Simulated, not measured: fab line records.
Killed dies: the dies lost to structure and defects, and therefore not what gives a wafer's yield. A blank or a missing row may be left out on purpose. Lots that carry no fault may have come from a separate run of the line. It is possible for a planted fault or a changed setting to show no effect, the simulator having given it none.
fab line records	flow nandHarc
record: lots: 12	wafers: 36	lastDay: 25
route steps=1159 shown A_STAIRCASE@688 END@1159
lots with no fault: from the same line, run without faults
startH: hours from the record's first day to the start of the lot's first wafer shown	waitH: hours since the lot's step before	" the same as in the row above	L1.1+2: one row covering several wafers at once	- either no value or no given start	* or withheld: withheld	< > ~ a bound
route shown NAME@n: a module of which the file shows steps, and the number in the route of the first	usual: the fault-free wafers' mean and standard deviation	same: alike in all rows	chamber/n: place in a boat	sites: per-site readings	_std_site: the values' standard deviation	_edge_site: the outer-site mean with the inner-site mean subtracted	radiusMm: for every site, how far away it sits from the centre of the wafer	mask NAME#n: copy n	behind: the tool/chamber that last shaped the wafer	hold: the reason the lot was held/the length of the hold in hours/how it ended	device: transistor that didn't switch, given as n, p or np	end of line: the tests these same wafers got at the end of their route	a step with no rows: only its recipe	killed: dies lost to structure and defects at the first sort, not the wafer's yield	map: a wafer's dies, marking killed ones x, the rest . and places with no die _
set.NAME: the run value of the setting; set.NAME@STEP: its run value at that earlier step	model.NAME: the simulator's own value behind a step, which no gauge read
steps of the route over a sample of lots; a table a step, a row a wafer
services: a tool's chamber out of use, with start hour (startH, from the record's first day; less than 0 if before it), hours out, and reason
== steps ==
step: NHARC_A_STAIRCASE_ETCH_313
recipe: cf4FlowSccm: 100	chf3FlowSccm: 30	arFlowSccm: 0	rfW: 500	biasW: 200	chemistry: CF4/CHF3
usual: drypumpMotorCurrentA: 6.1/0.38	mfcArSccm: 0.013/0.017	oesProductAu: 0.938/0.02	rfVppV: 371.1/2.5	showerheadPlenumPTorr: 1.59/0.067	throttleValvePct: 16.801/0.0091
lot.wafer	tool	chamber	startH	waitH	drypumpMotorCurrentA	mfcArSccm	oesProductAu	rfHoursCounterH	rfVppV	showerheadPlenumPTorr	throttleValvePct
L938.4	rieDiel-02	1	272.73	0.1	6.7	0.001	0.943	42	373.9	1.64	16.801
L938.1	"	2	"	"	6.3	0	0.934	45	372.9	1.61	16.811
L938.3	"	0	"	"	5.7	0	0.933	47	366.1	1.46	16.796
L936.2	rieDiel-06	1	273.86	0.1	6.3	0.044	0.952	10	369.8	1.57	16.799
L936.4	"	3	"	"	5.7	0.017	0.967	9	372.1	1.61	16.801
L936.6	"	1	"	"	6.2	0.044	0.950	-	368.8	1.57	16.801
L937.4	rieDiel-02	0	277.21	0.1	5.7	0	0.965	50	367.3	1.46	16.792
L937.2	"	1	"	"	6.7	0.001	0.954	44	371.6	1.64	16.812
L937.5	"	0	"	"	5.7	0	0.962	-	366.3	1.46	16.821
L939.3	rieDiel-07	2	286.70	0.1	6.0	0	0.925	17	375.3	1.68	16.791
L939.2	"	3	"	"	5.5	0	0.912	18	373.9	1.64	16.793
L939.6	"	0	"	"	6.3	0.030	0.932	-	372.8	1.64	16.800
L940.2	rieDiel-06	0	289.05	0.1	6.3	0.027	0.968	17	368.9	1.50	16.802
L940.6	"	1	"	"	6.2	0.044	0.979	-	370.1	1.56	16.813
L940.5	"	2	"	"	6.4	0	0.956	-	373.2	1.60	16.793
L942.2	rieDiel-02	0	312.40	0.1	5.7	0	0.904	62	366.9	1.45	16.800
L942.3	"	1	"	"	6.6	0.001	0.916	56	372.6	1.64	16.798
L942.5	"	2	"	"	6.2	0	0.904	-	371.7	1.60	16.818
L945.1	rieDiel-02	2	318.04	0.1	6.3	0	0.917	63	371.3	1.60	16.806
L945.3	"	3	"	"	5.8	0	0.910	65	367.5	1.46	16.777
L945.6	"	1	"	"	6.7	0.001	0.925	-	372.0	1.64	16.808
L944.2	rieDiel-02	1	319.40	0.1	6.7	0.001	0.968	58	372.9	1.64	16.807
L944.1	"	2	"	"	6.3	0	0.945	64	370.7	1.60	16.799
L944.6	"	3	"	"	5.8	0	0.957	-	366.4	1.46	16.783
L953.2	rieDiel-06	1	382.34	0.1	6.2	0.044	0.948	47	370.2	1.56	16.812
L953.4	"	3	"	"	5.7	0.017	0.923	47	372.5	1.60	16.797
L953.5	"	2	"	"	6.4	0	0.918	-	371.4	1.59	16.804
L956.1	rieDiel-06	0	390.96	0.2	6.3	0.027	0.944	53	366.7	1.49	16.796
L956.5	"	0	"	"	6.3	0.027	0.929	-	367.9	1.49	16.793
L956.6	"	2	"	"	6.4	0	0.917	-	371.1	1.59	16.792
L955.1	rieDiel-07	2	392.80	0.1	6.0	0	0.923	54	373.8	1.67	16.789
L955.2	"	3	"	"	5.4	0	0.918	57	372.2	1.63	16.804
L955.3	"	1	"	"	5.4	0.042	0.927	52	369.3	1.55	16.803
L957.3	rieDiel-06	3	411.03	0.2	5.7	0.017	0.925	52	370.3	1.60	16.797
L957.2	"	1	"	"	6.2	0.044	0.953	59	371.1	1.55	16.793
L957.5	"	2	"	"	6.4	0	0.932	-	370.6	1.59	16.806
step: NHARC_A_STAIRCASE_ETCH_315
recipe: targetDepthA: 25000	timeS: 607.1	ionEnergyEv: 800	c4f8FlowSccm: 80	o2FlowSccm: 60	arFlowSccm: withheld	rfW: 600	biasW: 3000	chemistry: C4F8/O2/Ar
usual: oesProductAu: 0.933/0.012	rfVppV: 1828/11
lot.wafer	tool	chamber	startH	waitH	oesProductAu	rfHoursCounterH	rfVppV
L938.1	rieDiel-02	1	-	-	0.923	42	1838
L938.4	"	2	"	"	0.921	46	1832
L938.3	"	3	"	"	0.924	47	1809
L936.4	rieDiel-06	2	-	-	0.908	10	1831
L936.2	"	3	"	"	0.920	11	1832
L936.6	"	2	"	"	0.914	-	1830
L937.4	rieDiel-02	1	-	-	0.941	44	1838
L937.2	"	2	"	"	0.926	47	1832
L937.5	"	2	"	"	0.932	-	1833
L939.3	rieDiel-07	0	-	-	0.953	18	1839
L939.2	"	1	"	"	0.956	17	1823
L939.6	"	0	"	"	0.952	-	1839
L940.2	rieDiel-06	0	-	-	0.944	17	1815
L940.6	"	1	"	"	0.938	-	1826
L940.5	"	3	"	"	0.939	-	1833
L942.3	rieDiel-02	3	-	-	0.925	63	1807
L942.2	"	1	"	"	0.916	57	1837
L942.5	"	3	"	"	0.919	-	1806
L945.3	rieDiel-02	2	-	-	0.919	64	1833
L945.1	"	3	"	"	0.933	65	1807
L945.6	"	1	"	"	0.938	-	1836
L944.1	rieDiel-02	3	-	-	0.922	66	1807
L944.2	"	1	"	"	0.928	59	1836
L944.6	"	3	"	"	0.927	-	1808
L953.2	rieDiel-06	0	-	-	0.932	48	1813
L953.4	"	3	"	"	0.939	47	1829
L953.5	"	1	"	"	0.938	-	1824
L956.1	rieDiel-06	1	-	-	0.944	51	1823
L956.6	"	0	"	"	0.950	-	1813
L956.5	"	1	"	"	0.940	-	1825
L955.2	rieDiel-07	3	-	-	0.919	57	1835
L955.1	"	0	"	"	0.935	61	1836
L955.3	"	2	"	"	0.936	54	1843
L957.2	rieDiel-06	3	-	-	0.936	53	1832
L957.3	"	1	"	"	0.932	60	1824
L957.5	"	2	"	"	0.911	-	1829
step: NHARC_A_STAIRCASE_ALD_415
recipe: targetThkA: 300	pulseTimeS: 6	aldCycles: 300	tempC: 300	material: SiO2
usual: aldCycles: 300/0	heaterPowerW: 446/29	precursorPulseHeightRel: 1.000/0.018
lot.wafer	tool	chamber	startH	waitH	aldCycles	heaterPowerW	precursorPulseHeightRel	sinceWetCleanH
L938.1	aldHk-03	1	274.74	0.1	300	416	0.980	120
L938.4	"	2	"	"	300	472	1.033	121
L938.3	"	0	"	"	300	445	0.990	121
L936.2	aldHk-03	3	277.56	0.1	300	484	1.004	123
L936.4	"	2	"	"	300	459	0.968	124
L936.6	"	0	"	"	300	453	0.965	-
L937.4	aldHk-03	0	279.36	0.3	300	444	1.035	125
L937.2	"	1	"	"	300	425	1.013	125
L937.5	"	3	"	"	300	477	0.995	-
L939.3	aldHk-03	1	288.51	0.1	300	415	0.957	134
L939.2	"	3	"	"	300	488	1.006	135
L939.6	"	2	"	"	300	461	0.992	-
L940.2	aldHk-04	3	291.18	0.3	300	502	1.007	96
L940.5	"	2	"	"	300	418	1.006	-
L940.6	"	3	"	"	300	513	1.028	-
L942.2	aldHk-03	0	314.17	0.1	300	452	0.982	160
L942.3	"	1	"	"	300	426	0.990	160
L942.5	"	1	"	"	300	420	0.986	-
L945.3	aldHk-03	2	320.30	0.5	300	471	1.009	166
L945.1	"	3	"	"	377	468	0.999	166
L945.6	"	0	"	"	377	447	1.001	-
L944.1	aldHk-03	1	322.24	0.5	377	421	0.988	168
L944.2	"	2	"	"	300	475	1.009	168
L944.6	"	0	"	"	377	448	1.007	-
L953.2	aldHk-04	1	384.13	0.1	300	430	1.014	11
L953.4	"	3	"	"	300	512	0.983	11
L953.5	"	1	"	"	300	428	1.007	-
L956.1	aldHk-04	1	395.23	2.2	300	430	1.019	22
L956.6	"	0	"	"	300	430	1.015	-
L956.5	"	1	"	"	300	443	0.990	-
L955.3	aldHk-02	0	395.76	1.2	300	418	0.992	105
L955.2	"	1	"	"	300	453	1.010	105
L955.1	"	3	"	"	300	425	1.002	106
L957.2	aldHk-03	1	415.06	2.2	300	419	0.984	82
L957.3	"	2	"	"	300	454	1.005	83
L957.5	"	3	"	"	300	475	1.014	-
step: NHARC_A_STAIRCASE_ETCHBACK_416
recipe: targetDepthA: 360	timeS: 7.2	c4f8FlowSccm: withheld	o2FlowSccm: 8	arFlowSccm: withheld	rfW: 600	biasW: 800	chemistry: C4F8/O2/Ar
usual: oesProductAu: 0.95/0.036	rfVppV: 725/4.6
lot.wafer	tool	chamber	startH	waitH	oesProductAu	rfHoursCounterH	rfVppV
L938.4	rieDiel-02	2	-	-	0.91	47	726
L938.1	"	0	"	"	0.90	50	714
L938.3	"	1	"	"	0.92	44	727
L936.4	rieDiel-07	2	-	-	1.01	15	729
L936.2	"	0	"	"	1.00	15	730
L936.6	"	3	"	"	0.98	-	727
L937.4	rieDiel-07	2	-	-	1.01	15	729
L937.2	"	3	"	"	0.98	16	726
L937.5	"	0	"	"	1.01	-	728
L939.2	rieDiel-06	0	-	-	0.93	17	720
L939.3	"	1	"	"	0.93	16	723
L939.6	"	3	"	"	0.93	-	726
L940.2	rieDiel-02	3	-	-	0.91	57	716
L940.5	"	0	"	"	0.91	-	715
L940.6	"	1	"	"	0.91	-	728
L942.3	rieDiel-06	3	-	-	0.92	25	724
L942.2	"	2	"	"	0.91	21	726
L942.5	"	3	"	"	0.92	-	724
L945.3	rieDiel-07	3	-	-	0.90	29	728
L945.1	"	1	"	"	0.93	25	722
L945.6	"	2	"	"	0.91	-	730
L944.1	rieDiel-02	1	-	-	0.92	60	726
L944.2	"	3	"	"	0.92	66	715
L944.6	"	2	"	"	0.91	-	725
L953.2	rieDiel-02	1	-	-	0.93	20	727
L953.4	"	2	"	"	0.93	21	725
L953.5	"	0	"	"	0.95	-	731
L956.1	rieDiel-02	0	-	-	0.98	10	732
L956.6	"	0	"	"	0.99	-	731
L956.5	"	1	"	"	0.98	-	726
L955.1	rieDiel-02	3	-	-	0.93	27	730
L955.3	"	0	"	"	0.91	11	732
L955.2	"	1	"	"	0.93	25	727
L957.3	rieDiel-06	1	-	-	0.93	62	722
L957.2	"	3	"	"	0.93	55	724
L957.5	"	2	"	"	0.91	-	726
step: NHARC_END_SORT_01
recipe: tempC: 25
usual: killedAtArray: 26/9	killedAtOther: 0.8/1.2	killedAtPeriphery: 3.2/2.3	killedDies: 30/9.1	killedOpen: 3.5/2	killedShort: 1.8/1.4
same: grossDies: 677
lot.wafer	tool	chamber	startH	waitH	killedAtArray	killedAtOther	killedAtPeriphery	killedDies	killedOpen	killedShort
L938.1	prober-02	0	462.34	2.5	27	1	2	30	7	1
L938.3	prober-02	0	463.93	3.1	19	0	0	19	5	4
L938.4	prober-02	0	464.72	3.4	20	0	5	25	11	2
L944.1	prober-01	0	491.29	2.5	674	1	2	677	1	2
L944.2	prober-01	0	492.09	2.8	17	4	6	27	6	2
L944.6	prober-01	0	495.32	4.0	674	1	2	677	3	2
L945.1	prober-02	0	491.37	2.5	675	1	1	677	4	0
L945.3	prober-02	0	492.97	3.1	25	0	2	27	3	2
L945.6	prober-02	0	495.38	4.0	677	0	0	677	2	1
killed by level:class
L938.1 A_STAIRCASE:chamberFilmFlake=12 A_M0:geometricParticle:open=4 A_SLIT:chamberFilmFlake=4 A_CHANNEL_HOLE_D1:chamberFilmFlake=2 A_CONTACT:chamberFilmFlake=2 P_CONTACT:geometricParticle:open=1 P_M0:geometricParticle:open=1 A_ONON_D1:geometricParticle:open=1
L938.3 A_SLIT:chamberFilmFlake=6 A_CHANNEL_HOLE_D1:geometricParticle:short=2 A_CHANNEL_FILL_D1:geometricParticle:short=2 A_CHANNEL_FILL_D1:geometricParticle:open=2 A_CHANNEL_HOLE_D1:chamberFilmFlake=2 A_ONON_D1:geometricParticle:open=1 A_CONTACT:geometricParticle:open=1 A_M1:geometricParticle:open=1
L938.4 A_STAIRCASE:chamberFilmFlake=5 A_SLIT:chamberFilmFlake=4 P_CONTACT:geometricParticle:open=3 A_CHANNEL_HOLE_D1:geometricParticle:open=2 A_CONTACT:geometricParticle:open=2 A_CHANNEL_HOLE_D1:chamberFilmFlake=2 P_CONTACT:geometricParticle:short=1 P_M0:geometricParticle:open=1
L944.1 A_STAIRCASE:areaAld=650 A_SLIT:chamberFilmFlake=14 A_STAIRCASE:chamberFilmFlake=4 A_CONTACT:chamberFilmFlake=2 P_M0:geometricParticle:open=1 P_M1:geometricParticle:short=1 A_ONON_D1:geometricParticle:short=1 A_ZERO_WELL:chamberFilmFlake=1
L945.1 A_STAIRCASE:areaAld=636 A_CHANNEL_HOLE_D1:chamberFilmFlake=22 A_CONTACT:chamberFilmFlake=5 A_STAIRCASE:chamberFilmFlake=4 A_WL_FILL:chamberFilmFlake=3 A_CONTACT:geometricParticle:open=2 A_SOURCE_PLATE:geometricParticle:open=1 A_WL_FILL:geometricParticle:open=1
L944.2 A_SLIT:chamberFilmFlake=8 THIN_TSV:chamberFilmFlake=4 A_CONTACT:chamberFilmFlake=3 P_CONTACT:geometricParticle:short=2 P_M0:geometricParticle:open=2 A_STAIRCASE:chamberFilmFlake=2 P_CONTACT:geometricParticle:open=1 P_M2:geometricParticle:open=1
L945.3 A_CHANNEL_HOLE_D1:chamberFilmFlake=13 A_CONTACT:chamberFilmFlake=4 A_CHANNEL_FILL_D1:chamberFilmFlake=2 P_M0:geometricParticle:open=1 P_M1:geometricParticle:open=1 A_ONON_D1:geometricParticle:open=1 A_CHANNEL_FILL_D1:geometricParticle:short=1 A_WL_FILL:geometricParticle:short=1
L944.6 A_STAIRCASE:areaAld=652 A_SLIT:chamberFilmFlake=9 A_STAIRCASE:chamberFilmFlake=3 P_CONTACT:geometricParticle:open=2 A_CONTACT:chamberFilmFlake=2 A_CHANNEL_HOLE_D1:chamberFilmFlake=2 A_WL_FILL:chamberFilmFlake=2 A_CONTACT:geometricParticle:open=1
L945.6 A_STAIRCASE:areaAld=655 A_CHANNEL_HOLE_D1:chamberFilmFlake=12 A_CONTACT:chamberFilmFlake=5 A_M0:geometricParticle:open=2 A_WL_FILL:geometricParticle:short=1 A_ZERO_WELL:chamberFilmFlake=1 A_WL_FILL:chamberFilmFlake=1
== services ==
tool	chamber	startH	hours	kind
rieDiel-02	0	259.38	-	clean
rieDiel-02	1	259.38	-	clean
rieDiel-02	2	259.38	-	clean
rieDiel-02	3	259.38	-	clean
rieDiel-02	0	283.92	-	clean
rieDiel-02	1	283.92	-	clean
rieDiel-02	2	283.92	-	clean
rieDiel-02	3	283.92	-	clean
rieDiel-07	1	287.55	13.4	repair
rieDiel-06	2	289.33	6.8	repair
rieDiel-02	0	308.42	-	clean
rieDiel-02	1	308.42	-	clean
rieDiel-02	2	308.42	-	clean
rieDiel-02	3	308.42	-	clean
rieDiel-02	0	318.79	4.1	repair
rieDiel-02	-	327.76	9.0	pm
rieDiel-02	0	327.76	43.9	ventCycle
rieDiel-02	1	327.76	9.0	ventCycle
rieDiel-02	2	327.76	9.0	ventCycle
rieDiel-06	3	360.12	2.1	repair
aldHk-04	-	364.00	10.0	pm
rieDiel-07	-	396.21	0.8	repair
aldHk-03	-	400.99	0.8	repair
rieDiel-07	-	405.23	9.0	pm
== key ==
firstSign: step: NHARC_A_STAIRCASE_ALD_415	reading: aldCycles	direction: up	sigmas: 99+	usual: 300	struck: 377
effect: step: NHARC_END_SORT_01	reading: killedAtArray	direction: up	sigmas: 72	usual: 26	struck: 675
moreKillsBornAt: NHARC_A_STAIRCASE_ALD_415@aldHk-03: 2593
metAt NHARC_A_STAIRCASE_ALD_415
struckLots L944,L945
struckWafers L944.1,L944.6,L945.1,L945.6
laterRowsLeftOut L944.1,L944.6,L945.1,L945.6
testerLeftOut L944,L945
notActingAt NHARC_A_STAIRCASE_ETCH_313,NHARC_A_STAIRCASE_ETCH_315,NHARC_A_STAIRCASE_ETCHBACK_416
fault: kind: processParameterDrift	tool: aldHk-03	chamber: -	onsetH: 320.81	steps: NHARC_A_STAIRCASE_ALD_415	channel: aldCycles	offset: 77	shape: step	endH: 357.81	scope: struckWafersOnly	actsIn: theseRecipesOnly	stated: 300
testerLeftOut: of these lots the tester's yield and bins aren't shown, on N5 and GAA mostly nor the transistor test; their killed dies are dies lost to structure and defects alone, not to doping, threshold or leakage, so they don't give the yield
laterRowsLeftOut: the simulator's readings of these wafers behind a module that went badly wrong aren't trusted and aren't shown, but for the sort
